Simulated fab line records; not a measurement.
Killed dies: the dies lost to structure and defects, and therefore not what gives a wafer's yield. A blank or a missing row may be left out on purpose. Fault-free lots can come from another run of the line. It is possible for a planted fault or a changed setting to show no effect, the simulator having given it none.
Code-filled problem report in 8D (eight disciplines) form	flow nand harc	the parts of the form that need people (team, actions taken, sign-off) are left out

== 1. PROBLEM STATEMENT ==
At NHARC_A_ONON_D1_THK_MEAS_14, thk nm averages 648 nm over 3 wafers from 3 lots, while fault-free wafers read 1001 nm, standard deviation 10. Measured from the usual mean, that is -35 standard deviations.
The step: measures by ellipsometry.
Earliest sighting: wafer L175.2 on film metro-01 at day 13 19:23. At this step, 36 wafers from 13 lots have a number in the record. The rule behind "out" and "out of limits": a value lying over 4 standard deviations away from the usual mean. The other wafers with a number count as sound.

== 2. WHAT THIS IS AND IS NOT ==
question	is	is not
which readings at this step	thk nm	-
which lots	L174, L175, L176	L161, L164, L165, L166, L167, L169, L172, L181, L182, L183
which wafers of those lots	L174.1, L175.2, L176.2	L174.6, L175.3, L176.6
read on which gauges	film metro-01, film metro-02	-
when	from day 13 19:23	up to then (22 sound wafers); but 11 sound wafers of L174, L176, L181, L182, L183 came after

== 3. WHAT RULES OUT EACH SUSPECT ==
Counting: any tool at a process step up to the reading remains a suspect provided it ran every lot that is out. Sound lots after the first of them don't rule it out here, since some wafers of a struck lot are sound.
- the gauge at NHARC_A_ONON_D1_THK_MEAS_14: ruled out. Those wafers that are out were read across 2 gauges (film metro-01, film metro-02).
- pecvd onon-01 at NHARC_A_ONON_D1_DEP_12 (target thk 1000 nm): kept. It ran every lot that is out, first L175 (day 13 18:55); its last sound lot up to then is L165 (day 10 03:00).
Left after counting: pecvd onon-01 at NHARC_A_ONON_D1_DEP_12.

== 4. THE CAUSE (what the simulator had put in) ==
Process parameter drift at NHARC_A_ONON_D1_DEP_12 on pecvd onon-01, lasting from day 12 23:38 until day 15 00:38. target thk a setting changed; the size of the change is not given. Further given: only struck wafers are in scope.
The count eliminated every tool but this one.

== 5. THE CHAIN OF EFFECTS, in route order ==
One row per reading whose mean, taken over the struck wafers that have a number, lies over 3 standard deviations from the usual. Only readings whose record carries a usual standard deviation are examined. hours: median over the lots of the time between each lot's start at the first step of this table that gives one and its start at this step. sigmas: the change, counted in usual standard deviations.
hours	step	reading	usual	on struck wafers	change	sigmas
0	NHARC_A_ONON_D1_THK_MEAS_14	thk nm	1001 nm	648	-353	-35
378	NHARC_END_SORT_01	killed at array	53	668	+615	+32
378	NHARC_END_SORT_01	killed dies	58	677	+619	+34

== 6. WHAT WOULD HAVE CAUGHT IT SOONER ==
Counted from the fault's start at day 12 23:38, it took 20 hours until the first out-of-limits reading at a measuring or inspecting step in this record, taken at day 13 19:23.
L174, L176, from the lots that are out (3), started NHARC_A_ONON_D1_DEP_12 on pecvd onon-01 later than day 13 19:23. A hold on the tool at that time would have spared those 2.
